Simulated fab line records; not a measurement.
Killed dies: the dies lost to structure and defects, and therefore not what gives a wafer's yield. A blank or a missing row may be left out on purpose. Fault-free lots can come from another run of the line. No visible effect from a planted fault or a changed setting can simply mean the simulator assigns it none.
Chamber matching -- flow n5 finfet -- N5_BEOL_M12_ETCH_59 on rie diel-05: 4 sister chambers
The step etches BARC in N2/H2, target depth 89 nm, overetch 26.7 nm, time 67.9 s. 4 wafers are shown with their chamber, then 9 later ones without.

## EACH WAFER AND ITS CHAMBER
wafer,chamber,drypump motor current A (A)
L091.3,3,6.5
L090.1,2,5.5
L090.2,1,5.1
L090.6,0,5.8

## WAFERS WHOSE CHAMBER IS MISSING
wafer,drypump motor current A (A)
L092.1,5.1
L092.2,6.5
L092.6,5.5
L096.2,5.8
L096.3,5.2
L096.5,5.8
L097.1,6.5
L097.3,5.5
L097.5,5.5

## WHICH CHAMBER EACH WENT THROUGH
wafer,from the rows above,in truth
L092.1,1,1
L092.2,3,3
L092.6,2,2
L096.2,0,0
L096.3,1,1
L096.5,0,0
L097.1,3,3
L097.3,2,2
L097.5,2,2
Placed correctly: 9 of 9. Number that these rows cannot place: 0. Number placed wrongly: 0.
How it was worked out, from the rows above alone: a wafer's distance from a chamber is the root of the sum, over the readings, of the square of ((its reading less the chamber's mean) divided by the reading's scatter). The wafer belongs to the nearest chamber; if the next one is less than 2 further off, it can't be placed. A chamber's mean is the mean of its shown wafers. The scatter: root of mean squared gap, hidden wafer to nearest shown wafer, with one shown wafer a chamber.
